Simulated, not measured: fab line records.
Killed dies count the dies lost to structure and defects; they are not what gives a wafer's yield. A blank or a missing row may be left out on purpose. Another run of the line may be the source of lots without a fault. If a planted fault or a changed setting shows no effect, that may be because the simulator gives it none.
A struck lot beside a sound one | flow n5_finfet | 20 out of 1938 route steps
Sound: wafers L218.2, L218.3, L218.5. Struck: wafers L225.1, L225.4, L225.6. Last of all comes the cause.
At each step with rows: each side's tool, then ch and its chambers, then its first start. Under that, the readings that differ: sound wafers | struck wafers | difference of the means | sigmas: that difference in standard deviations of wafers without a fault.
alike: same words and numbers on both sides, and readings whose means sit less than 2 such deviations apart. not compared: any withheld reading, any reading some wafer has no value for, any bound like >300 that may hide the same value, and any number with overlapping values for which the record gives no deviation.
The two part at a step that has a row with sigmas, a row that says differs or no value, or rows on one side only. Numbers that have no deviation but don't overlap get no sigmas and don't part them. A reading missing from all wafers of one side parts the sides only when that side holds two or more wafers.

N5_MIM_BOT_ETCH_ETCH_03: etches the open film in Cl2/BCl3, target depth 12 nm.
  sound on rie_metal-01 ch 0,1, day 13 11:18; struck on rie_metal-03 ch 0,1, day 15 16:07
  alike: chamber_pressure_mTorr, drypump_motor_current_A, oes_product_au, throttle_valve_pct
  not compared: rf_hours_counter_h
N5_MIM_BOT_ETCH_ETCH_00: etches TiN in Cl2/BCl3, target depth 45.5 nm.
  sound on rie_metal-01 ch 0,1, day 13 11:23; struck on rie_metal-03 ch 0,1, day 15 16:12
  alike: chamber_pressure_mTorr, drypump_motor_current_A, oes_product_au, throttle_valve_pct
  not compared: rf_hours_counter_h
N5_MIM_BOT_ETCH_STRIP_01: strips in O2.
  sound on rie_diel-02 ch 0,2,3, day 13 11:32; struck on rie_diel-06 ch 0,3, day 15 16:20
  alike: chamber_pressure_mTorr, drypump_motor_current_A, oes_product_au, rf_vpp_V, showerhead_plenum_p_Torr, throttle_valve_pct
  not compared: rf_hours_counter_h
then, 3 steps without rows for these wafers: N5_MIM_BOT_ETCH_STRIP_02 (strips in post etch residue remover, time 1200 s); N5_MIM_BOT_ETCH_CLEAN_05 (cleans in IPA, time 180 s); N5_MIM_BOT_ETCH_SRD_06 (time 30 s).
N5_PASSIVATION_PECVD_55: deposits SiO2 from SiH4/N2O, target thk 400 nm, time 22.5 s.
  sound on pecvd-04 ch 0,1,2, day 13 12:02; struck on pecvd-04 ch 0,1,2, day 15 16:50
  alike: heater_power_w, showerhead_plenum_p_Torr, throttle_valve_pct
  not compared: since_wet_clean_h
N5_PASSIVATION_PECVD_01: deposits SiNx from SiH4/NH3/N2, target thk 200 nm, time 43.2 s.
  sound on pecvd-04 ch 0,1,2, day 13 12:04; struck on pecvd-04 ch 0,1,2, day 15 16:53
  alike: heater_power_w, showerhead_plenum_p_Torr, throttle_valve_pct
  not compared: since_wet_clean_h
then, 4 steps without rows for these wafers: N5_PASSIVATION_HMDS_03 (time 60 s); N5_PASSIVATION_COAT_04; N5_PASSIVATION_EBR_06; N5_PASSIVATION_SOFTBAKE_05 (time 90 s).
N5_PASSIVATION_EXPOSE_07: exposes mask TV, defocus 0 nm, target cd 3000 nm.
  sound on krf_scanner-01 ch 0, day 13 12:41; struck on krf_scanner-02 ch 0, day 15 17:11
  reading                          | sound       | struck      | difference | sigmas
  model.TV_LITHO.overlay_x_nm (nm) | 1.6 1.6 1.6 | 239 239 239 | +237       |
  alike: mask
then, 3 steps without rows for these wafers: N5_PASSIVATION_PEB_08; N5_PASSIVATION_DEVELOP_09 (develop time 60 s); N5_PASSIVATION_HARDBAKE_11 (time 120 s).
N5_PASSIVATION_CD_MEAS_10: target cd 3000 nm.
  sound on cd_sem-02 ch 0, day 13 12:51; struck on cd_sem-03 ch 0, day 15 17:22
  alike: cd_nm
N5_PASSIVATION_OVL_MEAS_60:
  sound on overlay-01 ch 0, day 13 12:53; struck on overlay-02 ch 0, day 15 17:23
  reading     | sound   | struck      | difference | sigmas
  TV_OVL (nm) | 0 -3 -3 | 235 236 228 | +235       | +50
N5_PASSIVATION_INSPECT_61: inspects for defects (macro).
  sound on defect_inspect-02 at day 13 12:54; struck on defect_inspect-02 at day 15 17:25
  alike: raw_defect_count
N5_PASSIVATION_PROBE_49:
  rows exist in the record for the struck wafers here (prober-01, day 16 00:01), but not for the sound ones

== WHERE THEY PART ==
First at N5_PASSIVATION_OVL_MEAS_60; last, within this record, at N5_PASSIVATION_PROBE_49.

WHY: what the simulator had put in
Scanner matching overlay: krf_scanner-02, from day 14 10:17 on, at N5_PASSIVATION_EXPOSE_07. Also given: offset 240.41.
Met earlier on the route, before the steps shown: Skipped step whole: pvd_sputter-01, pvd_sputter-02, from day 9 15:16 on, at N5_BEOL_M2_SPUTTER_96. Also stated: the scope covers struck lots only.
